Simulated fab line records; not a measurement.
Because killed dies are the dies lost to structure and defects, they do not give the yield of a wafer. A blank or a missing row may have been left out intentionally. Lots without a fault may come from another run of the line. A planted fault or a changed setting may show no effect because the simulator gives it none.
Struck lot and sound lot, side by side	flow n5 finfet	40 out of 1938 route steps
Sound: the wafers L671.2, L671.4, L671.5. Struck: wafer L679.6 (left out: L679.1, L679.3 of the same lot, which were not struck); the cause appears at the end.
Per side, at each step with rows, come the tool, then ch with its chambers, and then its first start. Under that, the readings that differ: sound wafers	struck wafers	difference of the means	sigmas: that difference in standard deviations of wafers without a fault.
alike: readings whose means differ by less than 2 such deviations, and words and numbers that are the same on both sides. not compared: withheld readings, readings that some wafer has no value for, bounds like >300 that may hide the same value, and numbers for which the record gives no deviation and whose values overlap.
The two part at a step that has a row with sigmas, a row that says differs or no value, or rows on one side only. When numbers do not overlap yet have no deviation, they are printed without sigmas and do not part them. A reading missing from all wafers of one side parts the sides only when that side holds two or more wafers.

first, 11 steps without rows for these wafers: N5_BEOL_M0_SAQP_MANDREL1_REMOVE_100 (chemistry HBr/Cl2/O2, target a-Si, stops on SiNx, bt time 10 s); N5_BEOL_M0_SAQP_ETCH_101 (etches SiNx in CH3F/O2, target depth 29.9 nm, time 42.7 s); N5_BEOL_M0_SAQP_ETCH_102 (etches SiO2 in CF4, target depth 4 nm, time 4.4 s); N5_BEOL_M0_SAQP_MANDREL_ETCH_103 (etches a-Si in HBr/Cl2, stops on SiCN, target depth 45 nm, bt time 10 s, time 27 s); N5_BEOL_M0_SAQP_RECESS_104 (chemistry HF/NH3, target SiO2, target depth 18 nm, afs cycles 3, sublimation time 60 s); N5_BEOL_M0_SAQP_COAT_105 (time 60 s, resist thk 100 nm); N5_BEOL_M0_SAQP_ETCH_106 (etches SOC in N2/H2, stops on SiNx, target depth 150 nm); N5_BEOL_M0_SAQP_ETCH_107 (etches SiNx in CH3F/O2, target depth 30 nm); N5_BEOL_M0_SAQP_STRIP_108 (strips in N2/H2); N5_BEOL_M0_SAQP_RECESS_109 (chemistry HF/NH3, target SiO2, target depth 3 nm, afs cycles 1, sublimation time 60 s); N5_BEOL_M0_SAQP_SPACER2_ALD_26 (deposits SiO2, target thk 15 nm, pulse time 1 s, purge time 2 s).
N5_BEOL_M0_SAQP_SPACER2_ETCHBACK_27: etches SiO2 in CHF3/O2, target depth 22.5 nm, time 11.25 s.
  sound on rie diel-02 ch 1,3, day 7 05:53; struck on rie diel-02 ch 0, day 9 03:53
  alike: drypump motor current A, oes product au, rf vpp V, showerhead plenum p Torr, throttle valve pct
  not compared: rf hours counter h
then, 25 steps without rows for these wafers: N5_BEOL_M0_SAQP_MANDREL2_REMOVE_110 (chemistry HBr/Cl2/O2, target a-Si, stops on SiCN, bt time 10 s); N5_BEOL_M0_SAQP_COAT_69 (time 60 s, resist thk 90 nm); N5_BEOL_M0_SAQP_COAT_72 (time 60 s, resist thk 15 nm); N5_BEOL_M0_SAQP_COAT_87 (time 60 s, resist thk 5 nm); N5_BEOL_M0_SAQP_COAT_34 (resist thk 30 nm); N5_BEOL_M0_SAQP_EBR_36; N5_BEOL_M0_SAQP_SOFTBAKE_35 (time 60 s); N5_BEOL_M0_SAQP_EXPOSE_37 (exposes mask M0 CUT1, target cd 30 nm); N5_BEOL_M0_SAQP_PEB_38 (peb time 60 s); N5_BEOL_M0_SAQP_DEVELOP_39 (develop time 30 s); N5_BEOL_M0_SAQP_DESCUM_45 (chemistry O2, time 7 s); N5_BEOL_M0_SAQP_ETCH_88 (etches underlayer in N2/H2, target depth 6.5 nm, time 5.2 s); N5_BEOL_M0_SAQP_ETCH_73 (etches SiARC in CF4, target depth 19.5 nm, time 32.5 s); N5_BEOL_M0_SAQP_CUT_ETCH_46 (etches SOC in N2/H2, target depth 135 nm, overetch 27 nm, time 202.5 s); N5_BEOL_M0_SAQP_STRIP_74 (strips in N2/H2); N5_BEOL_M0_SAQP_STRIP_89 (strips in N2/H2); N5_BEOL_M0_SAQP_ALD_48 (deposits SiO2, target thk 20 nm, pulse time 1 s, co reactant pulse time 1 s); N5_BEOL_M0_SAQP_ETCH_49 (etches SiO2 in CF4/O2, target depth 37 nm); N5_BEOL_M0_SAQP_STRIP_75 (strips in CF4); N5_BEOL_M0_CUTY_COAT_50 (time 60 s, resist thk 15 nm); N5_BEOL_M0_CUTY_COAT_51 (resist thk 150 nm); N5_BEOL_M0_CUTY_EBR_52; N5_BEOL_M0_CUTY_SOFTBAKE_53 (time 60 s); N5_BEOL_M0_CUTY_EXPOSE_54 (exposes mask M0 ABLK); N5_BEOL_M0_CUTY_PEB_55 (peb time 60 s).
N5_BEOL_M0_CUTY_INSPECT_59: inspects for defects (macro).
  sound on defect inspect-02 at day 7 08:26; struck on defect inspect-01 at day 9 05:53
reading	sound	struck	difference	sigmas
raw defect count	3 3 2	35	+32	+23
N5_BEOL_M4_RC_MEAS_101:
  sound on prober-01 ch 0, day 9 08:05; struck on prober-01 ch 0, day 11 03:21
  alike: DIBL_N, DIBL_P, IOFF_N, IOFF_P, ION_N, ION_P, SS_N, SS_P, VT_N, VT_P
-- a jump in the record: the struck wafers' starts before and after are 6 days apart (it breaks off in module BEOL_M4 and resumes in module PASSIVATION, where the first step shown is number 1936 of the route) --
N5_PASSIVATION_PROBE_49:
  rows exist in the record for the struck wafers here (prober-01, day 16 21:28), but not for the sound ones

## WHERE THEY PART
Earliest at N5_BEOL_M0_CUTY_INSPECT_59; latest, in this record, at N5_PASSIVATION_PROBE_49.

WHY: the cause the simulator had injected
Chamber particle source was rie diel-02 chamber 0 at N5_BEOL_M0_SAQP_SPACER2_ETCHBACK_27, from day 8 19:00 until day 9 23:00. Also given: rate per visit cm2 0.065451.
